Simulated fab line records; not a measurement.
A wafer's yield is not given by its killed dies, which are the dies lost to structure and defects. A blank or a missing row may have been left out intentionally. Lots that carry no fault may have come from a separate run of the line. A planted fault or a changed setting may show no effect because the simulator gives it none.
Chamber matching	flow n5 finfet	N5_BEOL_M5_CO_CAP_78 on cvd co-01 has 3 sister chambers
The step material Co, precursor CCTBA/H2, target thk 2 nm, time 102.1 s. 3 wafers are shown with their chamber, then 9 later ones without.

WAFERS WITH THEIR CHAMBER
wafer	chamber	heater power w (W)
L087.5	1	214
L089.2	0	235
L089.6	2	237

WAFERS MISSING THEIR CHAMBER
wafer	heater power w (W)
L093.1	205
L093.2	237
L093.5	233
L095.1	208
L095.3	235
L095.6	238
L097.1	234
L097.4	238
L097.6	237

WHICH CHAMBER EACH ONE RAN IN
wafer	from the rows above	in truth
L093.1	1	1
L093.2	can't be placed: 2 or 0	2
L093.5	can't be placed: 0 or 2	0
L095.1	1	1
L095.3	can't be placed: 0 or 2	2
L095.6	can't be placed: 2 or 0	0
L097.1	can't be placed: 0 or 2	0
L097.4	can't be placed: 2 or 0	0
L097.6	can't be placed: 2 or 0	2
Correct placement for 2 of the 9. Cannot be placed on the basis of these rows: 7; the candidates contain the true chamber in 7. 0 placed wrongly.
How it was worked out, from the rows above alone: a wafer's distance from a chamber is the root of the sum, over the readings, of the square of ((its reading less the chamber's mean) divided by the reading's scatter). The wafer belongs to the nearest chamber; if the next one is less than 2 further off, it can't be placed. The mean given for a chamber averages the wafers shown for that chamber. The scatter (one wafer shown for each chamber): square how far every hidden wafer sits from the nearest shown wafer, average those squares and take the square root.
